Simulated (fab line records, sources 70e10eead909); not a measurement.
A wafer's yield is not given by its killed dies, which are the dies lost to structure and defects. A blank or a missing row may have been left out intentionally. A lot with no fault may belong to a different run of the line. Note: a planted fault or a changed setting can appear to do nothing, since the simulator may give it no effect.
Which tool was responsible? ; flow nandHarc ; 18 wafers from 6 lots sampled at 3 of the route's 1302 steps

WHAT THE GAUGES READ, wafer by wafer
NHARC_END_SORT_01.
lot;measured;on;sort_bin_2_pct (%)
L477;day 26 03:53;prober-02;2.8 3.2 1.5
L480;day 25 18:37;prober-02;2.7 3.5 3.8
L481;day 27 00:40;prober-02;4.0 3.7 4.0
L484;day 27 16:05;prober-02;92.3 4.9 3.7
L486;day 28 23:06;prober-02;3.7 94.4 3.7
L497;day 33 13:04;prober-02;1.6 1.2 1.8

WHICH TOOL RAN EACH LOT (tool, then ch and the chambers of the sampled wafers, then the start)
lot;NHARC_A_BONDPAD_PVD_27;NHARC_THIN_TSV_DEGAS_53
L477;pvdSputter-02, day 24 14:10;pvdSputter-03, day 25 09:47
L480;pvdSputter-02, day 24 17:08;pvdSputter-02, day 25 11:05
L481;pvdSputter-03, day 25 22:40;pvdSputter-01, day 26 15:39
L484;pvdSputter-03, day 26 11:25;pvdSputter-01, day 27 03:20
L486;pvdSputter-03, day 27 15:30;pvdSputter-02, day 28 11:16
L497;pvdSputter-02, day 32 05:58;pvdSputter-03, day 33 01:56
- NHARC_A_BONDPAD_PVD_27: deposits Cu, target thk 30 nm, time 20.49 s.
- NHARC_THIN_TSV_DEGAS_53: time 60 s.

THE ANSWER, worked out from the rows above alone
Rule: the usual values come from the lots themselves. Put in order of their means at a reading, lots are off if they are a third of the lots or fewer, leave a main group of 4 or more, and stand apart from it by a gap of 3 or more times the standard deviation of the main group's means; of several such gaps the widest counts. Not used: any main group whose means are identical at the precision the tables above print for the reading. A lot without any number at a reading at which 4 lots or more have one is off too. All remaining lots with rows at the step are treated as sound.
Off at NHARC_END_SORT_01 (sort_bin_2_pct): L484, L486. The main group: mean 2.8 %, standard deviation 0.89.
If a tool, at a process step before that reading, ran all the lots that are off and no sound lot after the first of them, it fits. Gauges at NHARC_END_SORT_01: tried the same way as those tools. One fits: NHARC_A_BONDPAD_PVD_27 on pvdSputter-03. Its last sound lot is L481 (day 25 22:40), its first lot that is off L484 (day 26 11:25): a fault that began between those two fits.

WHAT THE SIMULATOR HAD INSERTED
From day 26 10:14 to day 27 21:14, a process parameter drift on pvdSputter-03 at NHARC_A_BONDPAD_PVD_27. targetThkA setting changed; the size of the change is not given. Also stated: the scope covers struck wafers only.
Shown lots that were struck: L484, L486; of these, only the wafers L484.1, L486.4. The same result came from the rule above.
